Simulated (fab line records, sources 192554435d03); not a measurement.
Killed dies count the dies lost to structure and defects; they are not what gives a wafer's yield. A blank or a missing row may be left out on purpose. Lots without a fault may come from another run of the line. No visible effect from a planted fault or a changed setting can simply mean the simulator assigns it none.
Matching of chambers	flow n5Finfet	rieDiel-05 running N5_BEOL_M3_VIA_ETCH_34: 4 sister chambers
The step etches the open film in C4F6/O2, target depth 69.4 nm, time 65.9 s. 4 wafers are shown with their chamber, then 7 later ones without.

WAFERS WITH THEIR CHAMBER
wafer	chamber	showerheadPlenumPTorr (Torr)
L080.2	3	2.75
L083.4	1	2.82
L084.1	2	3.02
L084.2	0	2.81

WAFERS WHOSE CHAMBER IS MISSING
wafer	showerheadPlenumPTorr (Torr)
L084.3	2.81
L091.1	3.01
L091.4	2.81
L091.5	3.01
L096.1	2.74
L096.4	2.81
L096.5	2.74

EACH ONE'S CHAMBER
wafer	from the rows above	in truth
L084.3	can't be placed: 0 or 1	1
L091.1	2	2
L091.4	can't be placed: 0 or 1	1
L091.5	2	2
L096.1	3	3
L096.4	can't be placed: 0 or 1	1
L096.5	3	3
4 of 7 placed correctly. These rows do not allow placing 3 (true chamber among the candidates in 3). Number placed wrongly: 0.
How it was worked out, from the rows above alone: a wafer's distance from a chamber is the root of the sum, over the readings, of the square of ((its reading less the chamber's mean) divided by the reading's scatter). The wafer belongs to the nearest chamber; if the next one is less than 2 further off, it can't be placed. The mean given for a chamber averages the wafers shown for that chamber. The scatter (one wafer shown for each chamber): square how far every hidden wafer sits from the nearest shown wafer, average those squares and take the square root.
